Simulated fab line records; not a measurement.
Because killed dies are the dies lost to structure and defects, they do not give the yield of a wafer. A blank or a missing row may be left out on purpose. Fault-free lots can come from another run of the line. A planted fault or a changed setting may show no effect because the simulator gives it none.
A lot that was struck, set against a sound lot || flow n5Finfet || 37 steps out of a route of 1938
Sound: wafers L615.1, L615.2, L615.3. Struck: wafer L625.4 (left out: L625.2, L625.6 of the same lot, which were not struck); the cause appears at the end.
Per side, at each step with rows, come the tool, then ch with its chambers, and then its first start. Under that, the readings that differ: sound wafers || struck wafers || difference of the means || sigmas: that difference in standard deviations of wafers without a fault.
alike: same words and numbers on both sides, and readings whose means sit less than 2 such deviations apart. not compared: any withheld reading, any reading some wafer has no value for, any bound like >300 that may hide the same value, and any number with overlapping values for which the record gives no deviation.
A row with sigmas, a row that says differs or no value, or rows on one side alone: a step with any of these is where the two part. Numbers that don't overlap but have no deviation are shown without sigmas and don't part them. A reading that every wafer of one side lacks parts them only if that side has two wafers or more.

first, 9 steps without rows for these wafers: N5_BEOL_M4_ANNEAL_95 (time 240 s); N5_BEOL_M4_SPUTTER_96 (material Cu, target thk 4.5 nm, time 8.29 s); N5_BEOL_M4_ECD_50 (material Cu, target thk 300 nm); N5_BEOL_M4_ANNEAL_51 (time 90 s); N5_BEOL_M4_CMP_52 (polishes, stops on SiOC, t overpolish 6.8 s, target thk 40 nm); N5_BEOL_M4_PRE_CLEAN_60 (time 15 s); N5_BEOL_M4_CO_CAP_55 (material Co, precursor CCTBA/H2, target thk 2 nm, time 102.1 s); N5_BEOL_M4_PRE_CLEAN_56 (time 15 s); N5_BEOL_M4_DEP_57 (deposits SiCN from 3MS/NH3, target thk 8 nm, time 14 s).
N5_BEOL_M4_RC_MEAS_101:
  sound on prober-02 ch 0, day 9 17:05; struck on prober-02 ch 0, day 12 04:43
  alike: DIBL_N, DIBL_P, IOFF_N, IOFF_P, ION_N, ION_P, SS_N, SS_P, VT_N, VT_P
then, 24 steps without rows for these wafers: N5_BEOL_M5_ILD_DEP_00 (deposits SiCOH lowk from DEMS/porogen, target thk 140.64 nm, time 25.9 s); N5_BEOL_M5_CURE_79 (cures SiCOH lowk, time 240 s); N5_BEOL_M5_PECVD_70 (deposits SiO2 from TEOS/O2, target thk 16 nm, time 18 s); N5_BEOL_M5_HM_DEP_02 (deposits TiN, target thk 20 nm); N5_BEOL_M5_COAT_59 (time 60 s, resist thk 60 nm); N5_BEOL_M5_COAT_60 (time 60 s, resist thk 12 nm); N5_BEOL_M5_COAT_71 (time 60 s, resist thk 5 nm); N5_BEOL_M5_COAT_05 (resist thk 30 nm); N5_BEOL_M5_EBR_07; N5_BEOL_M5_SOFTBAKE_06 (time 60 s); N5_BEOL_M5_EXPOSE_08 (exposes mask M5, target cd 28 nm); N5_BEOL_M5_PEB_09 (peb time 60 s); N5_BEOL_M5_DEVELOP_10 (develop time 30 s); N5_BEOL_M5_DESCUM_16 (chemistry O2, time 7 s); N5_BEOL_M5_ETCH_72 (etches underlayer in N2/H2, target depth 6.5 nm, time 5.2 s); N5_BEOL_M5_ETCH_61 (etches SiARC in CF4, target depth 15.6 nm, time 26 s); N5_BEOL_M5_ETCH_62 (etches SOC in N2/H2, target depth 75 nm, overetch 15 nm, time 112.5 s); N5_BEOL_M5_STRIP_63 (strips in N2/H2); N5_BEOL_M5_STRIP_73 (strips in N2/H2); N5_BEOL_M5_STRIP_64 (strips in CF4); N5_BEOL_M5_HM_OPEN_17 (chemistry Cl2/BCl3, target TiN, target depth 20 nm, overetch 6 nm); N5_BEOL_M5_STRIP_19 (strips in O2); N5_BEOL_M5_COAT_65 (time 60 s, resist thk 60 nm); N5_BEOL_M5_COAT_66 (time 60 s, resist thk 12 nm).
-- a jump in the record: the struck wafers' starts before and after are 3 days apart (it breaks off in module BEOL_M5 and resumes in module BEOL_M13, where the first step shown is number 1665 of the route) --
N5_BEOL_M13_EXPOSE_07: exposes mask V12.
  sound on krfScanner-02 ch 0, day 12 21:26; struck on krfScanner-02 ch 0, day 15 06:33
  alike: mask, exposureDoseMJCm2
N5_BEOL_M13_CD_MEAS_10 targets a cd of 190 nm.
  sound on cdSem-01 ch 0, day 12 21:36; struck on cdSem-02 ch 0, day 15 06:43
{"reading": "cdNm (nm)", "sound": "186.9 188.7 190.1", "struck": 131.2, "difference": -57.4, "sigmas": -38}
N5_PASSIVATION_PROBE_49:
  only the struck wafers here have rows in the record (prober-02, day 16 14:58); the sound ones have none

== WHERE THEY PART ==
Earliest at N5_BEOL_M13_CD_MEAS_10; latest, in this record, at N5_PASSIVATION_PROBE_49.

WHY: the cause the simulator had injected
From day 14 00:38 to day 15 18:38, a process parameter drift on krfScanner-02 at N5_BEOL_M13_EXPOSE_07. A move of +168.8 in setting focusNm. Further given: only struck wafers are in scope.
